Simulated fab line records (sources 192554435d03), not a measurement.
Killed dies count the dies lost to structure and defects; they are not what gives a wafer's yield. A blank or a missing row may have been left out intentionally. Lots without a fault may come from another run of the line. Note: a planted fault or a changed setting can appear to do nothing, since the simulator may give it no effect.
Chamber matching ; flow n5Finfet ; N5_BEOL_M1_PRE_CLEAN_60 on cvdCo-02 has 3 sister chambers
The step time 15 s. 6 wafers are shown with their chamber, then 12 later ones without.

## WAFERS PAIRED WITH THEIR CHAMBERS
wafer;chamber;heaterPowerOuterW (W);heaterPowerW (W)
L087.1;1;42;119
L087.2;0;20;87
L087.3;2;33;93
L090.3;0;20;86
L090.4;1;40;117
L090.6;2;33;94

## WAFERS WHOSE CHAMBER IS MISSING
wafer;heaterPowerOuterW (W);heaterPowerW (W)
L093.1;20;85
L093.5;19;86
L093.6;40;113
L095.2;40;114
L095.3;34;95
L095.4;40;111
L092.4;34;95
L092.5;20;86
L092.6;41;112
L097.1;40;114
L097.2;20;87
L097.3;33;95

## EACH ONE'S CHAMBER
wafer;from the rows above;in truth
L093.1;0;0
L093.5;0;0
L093.6;1;1
L095.2;1;1
L095.3;2;2
L095.4;1;1
L092.4;2;2
L092.5;0;0
L092.6;1;1
L097.1;1;1
L097.2;0;0
L097.3;2;2
Correctly placed: 12 of 12. Not placeable from these rows: 0. Wrongly placed: 0.
How it was worked out, from the rows above alone: a wafer's distance from a chamber is the root of the sum, over the readings, of the square of ((its reading less the chamber's mean) divided by the reading's scatter). The wafer belongs to the nearest chamber; if the next one is less than 2 further off, it can't be placed. A chamber's mean is the mean of its shown wafers. The scatter: the root of (the sum of the squares of (reading less its chamber's mean) over the shown wafers, divided by (wafers less chambers)).
